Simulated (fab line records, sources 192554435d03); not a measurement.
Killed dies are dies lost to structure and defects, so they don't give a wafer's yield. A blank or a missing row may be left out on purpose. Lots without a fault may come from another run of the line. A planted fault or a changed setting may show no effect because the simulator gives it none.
Chamber matching | flow n5_finfet | N5_BEOL_M8_DESCUM_33 on rie_diel-04: 4 sister chambers
The step chemistry O2, time 7 s. 7 wafers are shown with their chamber, then 8 later ones without.

WAFERS WITH THEIR CHAMBER
wafer  | chamber | showerhead_plenum_p_Torr (Torr) | drypump_motor_current_A (A)
L086.3 | 1       | 2.09                            | 6.3
L086.5 | 2       | 2.06                            | 4.9
L084.2 | 2       | 2.05                            | 4.9
L088.3 | 0       | 2.05                            | 5.8
L088.5 | 0       | 2.05                            | 5.7
L088.6 | 3       | 2.16                            | 6.5
L089.2 | 3       | 2.16                            | 6.5

WAFERS WITHOUT THEIR CHAMBER
wafer  | showerhead_plenum_p_Torr (Torr) | drypump_motor_current_A (A)
L089.4 | 2.05                            | 5.7
L089.6 | 2.05                            | 5.8
L094.2 | 2.08                            | 6.4
L094.3 | 2.15                            | 6.6
L094.4 | 2.04                            | 5.8
L092.1 | 2.15                            | 6.6
L092.4 | 2.05                            | 4.9
L092.6 | 2.15                            | 6.6

WHICH CHAMBER EACH WENT THROUGH
wafer  | from the rows above | in truth
L089.4 | 0                   | 0
L089.6 | 0                   | 0
L094.2 | 1                   | 1
L094.3 | 3                   | 3
L094.4 | 0                   | 0
L092.1 | 3                   | 3
L092.4 | 2                   | 2
L092.6 | 3                   | 3
Placed correctly: 8 of 8. Can't be placed from these rows: 0. Placed wrongly: 0.
How it was worked out, from the rows above alone: a wafer's distance from a chamber is the root of the sum, over the readings, of the square of ((its reading less the chamber's mean) divided by the reading's scatter). The wafer belongs to the nearest chamber; if the next one is less than 2 further off, it can't be placed. A chamber's mean is the mean of its shown wafers. The scatter: the root of (the sum of the squares of (reading less its chamber's mean) over the shown wafers, divided by (wafers less chambers)).
